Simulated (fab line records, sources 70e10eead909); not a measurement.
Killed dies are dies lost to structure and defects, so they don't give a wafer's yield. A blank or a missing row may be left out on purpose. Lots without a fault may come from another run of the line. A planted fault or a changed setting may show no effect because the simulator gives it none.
Which tool did it? | flow nand_harc | 24 lots, 72 wafers sampled, at 6 steps of a route of 1302

WHAT THE GAUGES READ, wafer by wafer
The record holds no reading of a measuring or inspecting step that can be judged against a usual standard deviation.

WHICH TOOL RAN EACH LOT (tool, then ch and the chambers of the sampled wafers, then the start)
lot  | NHARC_A_STAIRCASE_DEP_156       | NHARC_A_STAIRCASE_STRIP_205          | NHARC_A_STAIRCASE_TRIM_222     | NHARC_A_STAIRCASE_TRIM_226     | NHARC_A_STAIRCASE_ETCH_227     | NHARC_A_STAIRCASE_TRIM_231
L074 | pecvd-04 ch 0,2, day 15 06:43   | plasma_asher-01 ch 0,1, day 15 15:16 | rie_diel-03 ch 1,2, no start   | rie_diel-03 ch 2,3, no start   | rie_diel-03 ch 1,2, no start   | rie_diel-07 ch 1,2, no start
L075 | pecvd-04 ch 1,2, day 16 01:22   | plasma_asher-01 ch 0,1, day 16 09:59 | rie_diel-07 ch 0,1,2, no start | rie_diel-07 ch 0,2, no start   | rie_diel-07 ch 0,3, no start   | rie_diel-03 ch 0,2,3, no start
L076 | pecvd-04 ch 0,1,2, day 16 12:01 | plasma_asher-01 ch 0,1, day 16 20:27 | rie_diel-03 ch 1,3, no start   | rie_diel-03 ch 1,3, no start   | rie_diel-03 ch 0,1, no start   | rie_diel-03 ch 0,1,3, no start
L077 | pecvd-04 ch 0,1,2, day 17 06:21 | plasma_asher-01 ch 0,1, day 17 15:03 | rie_diel-01 ch 0,1,2, no start | rie_diel-01 ch 0,3, no start   | rie_diel-01 ch 0,3, no start   | rie_diel-01 ch 1,2,3, no start
L078 | pecvd-04 ch 0,1,2, day 17 12:25 | plasma_asher-01 ch 0,1, day 17 23:49 | rie_diel-07 ch 1,2, no start   | rie_diel-07 ch 1,3, no start   | rie_diel-07 ch 0,1,3, no start | rie_diel-07 ch 0,1,3, no start
L080 | pecvd-03 ch 0,2, day 17 21:38   | plasma_asher-02 ch 0,1, day 18 06:37 | rie_diel-07 ch 1,2,3, no start | rie_diel-07 ch 0,2, no start   | rie_diel-07 ch 0,1,2, no start | rie_diel-07 ch 0,2,3, no start
L079 | pecvd-03 ch 1,2, day 18 02:51   | plasma_asher-02 ch 1, day 18 12:16   | rie_diel-07 ch 0,2, no start   | rie_diel-07 ch 1,2,3, no start | rie_diel-07 ch 1,3, no start   | rie_diel-07 ch 0,3, no start
L081 | pecvd-03 ch 1,2, day 18 18:37   | plasma_asher-01 ch 0,1, day 19 03:14 | rie_diel-01 ch 0,1, no start   | rie_diel-01 ch 0,1, no start   | rie_diel-01 ch 0,1,3, no start | rie_diel-07 ch 1,3, no start
L082 | pecvd-04 ch 0,1,2, day 19 02:11 | plasma_asher-02 ch 0,1, day 19 14:17 | rie_diel-03 ch 0,1,2, no start | rie_diel-03 ch 0,2,3, no start | rie_diel-03 ch 0,1,2, no start | rie_diel-03 ch 0,1,2, no start
L083 | pecvd-01 ch 0,2, day 19 21:19   | plasma_asher-02 ch 0,1, day 20 06:17 | rie_diel-01 ch 0,2,3, no start | rie_diel-01 ch 1,2, no start   | rie_diel-01 ch 0,1, no start   | rie_diel-01 ch 1,2,3, no start
L085 | pecvd-03 ch 1,2, day 20 04:40   | plasma_asher-02 ch 0,1, day 20 17:10 | rie_diel-01 ch 1,2, no start   | rie_diel-01 ch 2,3, no start   | rie_diel-01 ch 0,1,2, no start | rie_diel-03 ch 0,1,3, no start
L084 | pecvd-01 ch 1,2, day 20 10:01   | plasma_asher-02 ch 0,1, day 20 19:34 | rie_diel-01 ch 0,1,2, no start | rie_diel-01 ch 0,2,3, no start | rie_diel-01 ch 0,1, no start   | rie_diel-01 ch 0,1,2, no start
L086 | pecvd-01 ch 0,1,2, day 20 14:22 | plasma_asher-01 ch 0,1, day 21 01:23 | rie_diel-03 ch 0,2,3, no start | rie_diel-01 ch 1,2,3, no start | rie_diel-01 ch 0,1, no start   | rie_diel-01 ch 1,3, no start
L088 | pecvd-04 ch 0,1, day 21 02:59   | plasma_asher-02 ch 0,1, day 21 12:45 | rie_diel-01 ch 0,3, no start   | rie_diel-01 ch 0,1, no start   | rie_diel-01 ch 0,1,3, no start | rie_diel-03 ch 0,1,2, no start
L087 | pecvd-01 ch 0,1,2, day 21 03:01 | plasma_asher-02 ch 0,1, day 21 14:00 | rie_diel-03 ch 0,1,2, no start | rie_diel-03 ch 0,1,2, no start | rie_diel-03 ch 0,2,3, no start | rie_diel-01 ch 0,3, no start
L089 | pecvd-04 ch 0,1,2, day 21 10:50 | plasma_asher-01 ch 0,1, day 21 19:24 | rie_diel-01 ch 0,1,3, no start | rie_diel-01 ch 0,1,3, no start | rie_diel-01 ch 0,2, no start   | rie_diel-07 ch 0,1,2, no start
L090 | pecvd-04 ch 0,1,2, day 21 23:43 | plasma_asher-01 ch 0,1, day 22 08:53 | rie_diel-01 ch 0,1,2, no start | rie_diel-01 ch 1,2,3, no start | rie_diel-01 ch 2,3, no start   | rie_diel-03 ch 1,2, no start
L091 | pecvd-04 ch 0,1, day 22 10:26   | plasma_asher-02 ch 0,1, day 22 19:14 | rie_diel-03 ch 0,3, no start   | rie_diel-03 ch 1,2, no start   | rie_diel-03 ch 0,2, no start   | rie_diel-01 ch 0,3, no start
L092 | pecvd-04 ch 0,1, day 23 06:25   | plasma_asher-01 ch 0,1, day 23 18:05 | rie_diel-07 ch 0,2,3, no start | rie_diel-07 ch 0,3, no start   | rie_diel-07 ch 0,2, no start   | rie_diel-07 ch 2,3, no start
L093 | pecvd-01 ch 0,1, day 23 06:34   | plasma_asher-02 ch 0,1, day 23 17:43 | rie_diel-03 ch 1,2, no start   | rie_diel-03 ch 0,3, no start   | rie_diel-03 ch 1,3, no start   | rie_diel-01 ch 1,2,3, no start
L094 | pecvd-01 ch 1,2, day 23 20:13   | plasma_asher-01 ch 0,1, day 24 05:02 | rie_diel-03 ch 2,3, no start   | rie_diel-03 ch 0,1,3, no start | rie_diel-03 ch 0,2, no start   | rie_diel-07 ch 0,2, no start
L095 | pecvd-01 ch 0,1, day 24 04:14   | plasma_asher-02 ch 1, day 24 14:04   | rie_diel-07 ch 1,2,3, no start | rie_diel-07 ch 0,1, no start   | rie_diel-07 ch 1,2, no start   | rie_diel-07 ch 0,1,3, no start
L096 | pecvd-01 ch 0,2, day 25 03:42   | plasma_asher-01 ch 0,1, day 25 12:56 | rie_diel-03 ch 0,2,3, no start | rie_diel-03 ch 0,1, no start   | rie_diel-03 ch 0,2,3, no start | rie_diel-03 ch 1,3, no start
L097 | pecvd-01 ch 0,1, day 25 14:29   | plasma_asher-02 ch 1, day 25 23:16   | rie_diel-03 ch 1,2, no start   | rie_diel-03 ch 0,2,3, no start | rie_diel-03 ch 0,2, no start   | rie_diel-03 ch 0,3, no start
- NHARC_A_STAIRCASE_DEP_156: deposits SiNx, target thk 50 nm.
- NHARC_A_STAIRCASE_STRIP_205: strips in O2.
- NHARC_A_STAIRCASE_TRIM_222: chemistry O2, time 211.2 s.
- NHARC_A_STAIRCASE_TRIM_226: chemistry O2, time 211.2 s.
- NHARC_A_STAIRCASE_ETCH_227: etches the open film in C4F8/O2, target depth 100 nm, time 40.5 s.
- NHARC_A_STAIRCASE_TRIM_231: chemistry O2, time 211.2 s.

WHAT THE TOOLS THEMSELVES READ (means of the sampled wafers that have a number; where no wafer has one, the mark that the record gives instead)
NHARC_A_STAIRCASE_DEP_156.
lot  | tool     | heater_power_outer_w (W) | heater_power_w (W)
L074 | pecvd-04 | 433                      | 729
L075 | pecvd-04 | 384                      | 635
L076 | pecvd-04 | 411                      | 675
L077 | pecvd-04 | 449                      | 734
L078 | pecvd-04 | 446                      | 721
L080 | pecvd-03 | 448                      | 761
L079 | pecvd-03 | 441                      | 720
L081 | pecvd-03 | 488                      | 792
L082 | pecvd-04 | 423                      | 697
L083 | pecvd-01 | 442                      | 706
L085 | pecvd-03 | 490                      | 799
L084 | pecvd-01 | 569                      | 919
L086 | pecvd-01 | 472                      | 761
L088 | pecvd-04 | 494                      | 748
L087 | pecvd-01 | 502                      | 808
L089 | pecvd-04 | 458                      | 742
L090 | pecvd-04 | 487                      | 775
L091 | pecvd-04 | 442                      | 695
L092 | pecvd-04 | 469                      | 738
L093 | pecvd-01 | 454                      | 746
L094 | pecvd-01 | 549                      | 899
L095 | pecvd-01 | 528                      | 847
L096 | pecvd-01 | 357                      | 595
L097 | pecvd-01 | 423                      | 693

NHARC_A_STAIRCASE_STRIP_205.
lot  | tool            | drypump_motor_current_A (A) | heater_power_w (W)
L074 | plasma_asher-01 | 5.5                         | 364
L075 | plasma_asher-01 | 5.5                         | 364
L076 | plasma_asher-01 | 5.4                         | 360
L077 | plasma_asher-01 | 5.2                         | 375
L078 | plasma_asher-01 | 5.5                         | 363
L080 | plasma_asher-02 | 6.0                         | 296
L079 | plasma_asher-02 | 6.2                         | 281
L081 | plasma_asher-01 | 5.2                         | 377
L082 | plasma_asher-02 | 6.0                         | 302
L083 | plasma_asher-02 | 5.8                         | 312
L085 | plasma_asher-02 | 6.0                         | 304
L084 | plasma_asher-02 | 5.8                         | 316
L086 | plasma_asher-01 | 5.4                         | 364
L088 | plasma_asher-02 | 5.9                         | 311
L087 | plasma_asher-02 | 5.8                         | 310
L089 | plasma_asher-01 | 5.4                         | 361
L090 | plasma_asher-01 | 5.4                         | 354
L091 | plasma_asher-02 | 6.0                         | 307
L092 | plasma_asher-01 | 5.2                         | 363
L093 | plasma_asher-02 | 6.0                         | 309
L094 | plasma_asher-01 | 5.2                         | 367
L095 | plasma_asher-02 | 6.2                         | 298
L096 | plasma_asher-01 | 5.2                         | 367
L097 | plasma_asher-02 | 6.2                         | 296

NHARC_A_STAIRCASE_TRIM_222.
lot  | tool        | drypump_motor_current_A (A) | oes_product_au (a.u.) | rf_vpp_V (V) | showerhead_plenum_p_Torr (Torr) | throttle_valve_pct (%)
L074 | rie_diel-03 | 6.2                         | 0.997                 | 57.7         | 3.41                            | 17.041
L075 | rie_diel-07 | 5.8                         | 1.003                 | 57.5         | 3.57                            | 17.035
L076 | rie_diel-03 | 6.0                         | 1.011                 | 57.5         | 3.55                            | 17.036
L077 | rie_diel-01 | 5.5                         | 0.988                 | 57.8         | 3.51                            | 17.040
L078 | rie_diel-07 | 5.8                         | 1.011                 | 57.9         | 3.53                            | 17.041
L080 | rie_diel-07 | 5.8                         | 1.015                 | 57.8         | 3.55                            | 17.039
L079 | rie_diel-07 | 5.9                         | 1.010                 | 57.2         | 3.71                            | 17.038
L081 | rie_diel-01 | 5.4                         | 1.004                 | 57.4         | 3.65                            | 17.032
L082 | rie_diel-03 | 5.8                         | 1.005                 | 57.1         | 3.46                            | 17.041
L083 | rie_diel-01 | 5.2                         | 1.001                 | 57.4         | 3.46                            | 17.030
L085 | rie_diel-01 | 5.7                         | 1.004                 | 57.5         | 3.36                            | 17.039
L084 | rie_diel-01 | 5.5                         | 1.012                 | 57.9         | 3.50                            | 17.046
L086 | rie_diel-03 | 5.6                         | 1.003                 | 57.3         | 3.58                            | 17.031
L088 | rie_diel-01 | 5.0                         | 0.994                 | 57.4         | 3.47                            | 17.027
L087 | rie_diel-03 | 5.8                         | 1.006                 | 57.9         | 3.63                            | 17.041
L089 | rie_diel-01 | 5.4                         | 1.003                 | 58.1         | 3.51                            | 17.036
L090 | rie_diel-01 | 5.6                         | 1.006                 | 57.9         | 3.49                            | 17.030
L091 | rie_diel-03 | 5.1                         | 1.008                 | 58.2         | 3.46                            | 17.033
L092 | rie_diel-07 | 5.9                         | 0.996                 | 58.9         | 3.68                            | 17.046
L093 | rie_diel-03 | 6.3                         | 0.997                 | 58.5         | 3.67                            | 17.031
L094 | rie_diel-03 | 6.1                         | 0.998                 | 57.6         | 3.68                            | 17.026
L095 | rie_diel-07 | 5.8                         | 1.003                 | 57.8         | 3.53                            | 17.030
L096 | rie_diel-03 | 5.6                         | 1.006                 | 58.7         | 3.56                            | 17.029
L097 | rie_diel-03 | 6.2                         | 1.000                 | 58.6         | 3.72                            | 17.044

NHARC_A_STAIRCASE_TRIM_226.
lot  | tool        | drypump_motor_current_A (A) | oes_product_au (a.u.) | rf_vpp_V (V) | showerhead_plenum_p_Torr (Torr) | throttle_valve_pct (%)
L074 | rie_diel-03 | 5.9                         | 1.007                 | 57.5         | 3.43                            | 17.036
L075 | rie_diel-07 | 5.9                         | 1.016                 | 58.2         | 3.68                            | 17.035
L076 | rie_diel-03 | 6.0                         | 1.005                 | 56.9         | 3.55                            | 17.040
L077 | rie_diel-01 | 5.1                         | 0.995                 | 57.2         | 3.62                            | 17.040
L078 | rie_diel-07 | 5.6                         | 0.994                 | 57.5         | 3.44                            | 17.036
L080 | rie_diel-07 | 5.9                         | 1.016                 | 58.5         | 3.67                            | 17.032
L079 | rie_diel-07 | 5.7                         | 1.016                 | 57.5         | 3.55                            | 17.031
L081 | rie_diel-01 | 5.7                         | 1.013                 | 58.3         | 3.56                            | 17.034
L082 | rie_diel-03 | 5.6                         | 1.004                 | 57.5         | 3.41                            | 17.034
L083 | rie_diel-01 | 5.6                         | 1.004                 | 57.5         | 3.36                            | 17.035
L085 | rie_diel-01 | 5.2                         | 0.992                 | 58.2         | 3.33                            | 17.037
L084 | rie_diel-01 | 5.2                         | 0.994                 | 57.9         | 3.46                            | 17.043
L086 | rie_diel-01 | 5.5                         | 1.004                 | 57.0         | 3.37                            | 17.043
L088 | rie_diel-01 | 5.7                         | 1.004                 | 57.8         | 3.55                            | 17.038
L087 | rie_diel-03 | 5.8                         | 0.998                 | 58.6         | 3.63                            | 17.030
L089 | rie_diel-01 | 5.4                         | 0.992                 | 57.1         | 3.51                            | 17.039
L090 | rie_diel-01 | 5.5                         | 1.001                 | 57.3         | 3.37                            | 17.033
L091 | rie_diel-03 | 6.3                         | 1.006                 | 58.0         | 3.67                            | 17.036
L092 | rie_diel-07 | 5.9                         | 0.995                 | 58.9         | 3.72                            | 17.026
L093 | rie_diel-03 | 5.5                         | 1.024                 | 57.8         | 3.46                            | 17.040
L094 | rie_diel-03 | 5.6                         | 1.018                 | 57.8         | 3.51                            | 17.026
L095 | rie_diel-07 | 5.6                         | 0.999                 | 57.8         | 3.43                            | 17.035
L096 | rie_diel-03 | 5.8                         | 1.004                 | 57.3         | 3.55                            | 17.042
L097 | rie_diel-03 | 5.6                         | 1.000                 | 57.2         | 3.56                            | 17.033

NHARC_A_STAIRCASE_ETCH_227.
lot  | tool        | bias_w (W) | oes_product_au (a.u.) | rf_vpp_V (V)
L074 | rie_diel-03 | 1002       | 0.935                 | 896
L075 | rie_diel-07 | 1001       | 0.964                 | 903
L076 | rie_diel-03 | 1000       | 0.943                 | 898
L077 | rie_diel-01 | 997        | 0.951                 | 895
L078 | rie_diel-07 | 998        | 0.953                 | 899
L080 | rie_diel-07 | 1001       | 0.956                 | 897
L079 | rie_diel-07 | 1002       | 0.945                 | 893
L081 | rie_diel-01 | 1002       | 0.942                 | 895
L082 | rie_diel-03 | 1000       | 0.951                 | 893
L083 | rie_diel-01 | 1002       | 0.959                 | 897
L085 | rie_diel-01 | 1000       | 0.941                 | 894
L084 | rie_diel-01 | 1001       | 0.961                 | 899
L086 | rie_diel-01 | 999        | 0.965                 | 897
L088 | rie_diel-01 | 1002       | 0.946                 | 895
L087 | rie_diel-03 | 999        | 0.942                 | 898
L089 | rie_diel-01 | 999        | 0.953                 | 893
L090 | rie_diel-01 | 997        | 0.937                 | 888
L091 | rie_diel-03 | 999        | 0.946                 | 897
L092 | rie_diel-07 | 999        | 0.935                 | 901
L093 | rie_diel-03 | 999        | 0.962                 | 898
L094 | rie_diel-03 | 1002       | 0.937                 | 896
L095 | rie_diel-07 | 1001       | 0.941                 | 891
L096 | rie_diel-03 | 1002       | 0.945                 | 897
L097 | rie_diel-03 | 999        | 0.937                 | 901

NHARC_A_STAIRCASE_TRIM_231.
lot  | tool        | drypump_motor_current_A (A) | oes_product_au (a.u.) | rf_vpp_V (V) | showerhead_plenum_p_Torr (Torr) | throttle_valve_pct (%)
L074 | rie_diel-07 | 5.8                         | 1.009                 | 57.3         | 3.53                            | 17.042
L075 | rie_diel-03 | 5.6                         | 1.010                 | 58.3         | 3.42                            | 17.046
L076 | rie_diel-03 | 5.7                         | 1.010                 | 58.1         | 3.54                            | 17.047
L077 | rie_diel-01 | 5.4                         | 0.991                 | 57.6         | 3.39                            | 17.039
L078 | rie_diel-07 | 5.7                         | 1.008                 | 59.0         | 3.59                            | 17.038
L080 | rie_diel-07 | 5.9                         | 1.017                 | 58.3         | 3.70                            | 17.031
L079 | rie_diel-07 | 5.9                         | 1.012                 | 58.1         | 3.72                            | 17.041
L081 | rie_diel-07 | 5.7                         | 1.008                 | 58.0         | 3.57                            | 17.038
L082 | rie_diel-03 | 5.8                         | 1.006                 | 58.4         | 3.46                            | 17.031
L083 | rie_diel-01 | 5.5                         | 1.005                 | 57.7         | 3.38                            | 17.027
L085 | rie_diel-03 | 5.6                         | 1.014                 | 56.8         | 3.52                            | 17.035
L084 | rie_diel-01 | 5.5                         | 1.007                 | 57.8         | 3.50                            | 17.038
L086 | rie_diel-01 | 5.3                         | 1.000                 | 58.0         | 3.39                            | 17.039
L088 | rie_diel-03 | 5.8                         | 0.988                 | 57.5         | 3.63                            | 17.031
L087 | rie_diel-01 | 5.1                         | 1.002                 | 57.0         | 3.47                            | 17.036
L089 | rie_diel-07 | 5.8                         | 0.999                 | 57.2         | 3.55                            | 17.036
L090 | rie_diel-03 | 6.2                         | 1.001                 | 58.6         | 3.74                            | 17.045
L091 | rie_diel-01 | 5.0                         | 0.998                 | 57.5         | 3.47                            | 17.031
L092 | rie_diel-07 | 5.9                         | 1.001                 | 57.7         | 3.64                            | 17.037
L093 | rie_diel-01 | 5.5                         | 0.994                 | 56.7         | 3.36                            | 17.039
L094 | rie_diel-07 | 5.9                         | 0.989                 | 57.3         | 3.69                            | 17.045
L095 | rie_diel-07 | 5.8                         | 1.001                 | 58.3         | 3.56                            | 17.036
L096 | rie_diel-03 | 6.1                         | 1.016                 | 58.0         | 3.56                            | 17.036
L097 | rie_diel-03 | 5.1                         | 1.020                 | 57.2         | 3.45                            | 17.028

THE ANSWER, worked out from the rows above alone
Rule: what is usual is taken from the lots themselves. Put in order of their means at a reading, lots are off if they are a third of the lots or fewer, leave a main group of 4 or more, and stand apart from it by a gap of 3 or more times the standard deviation of the main group's means; of several such gaps the widest counts. A main group whose means are all the same, to the digits that the tables above print for the reading, isn't used. A lot without any number at a reading at which 4 lots or more have one is off too. The other lots that the step has rows for count as sound. The gauges are gone through in route order, then the tools' own readings, and for those a lot's mean is taken as printed above. The first step at which some lot is off is used, and at that step the reading that is off furthest; a lot without a number counts as furthest.
No lot is off at any reading shown: from this, nothing can be told.

WHAT THE SIMULATOR HAD PUT IN
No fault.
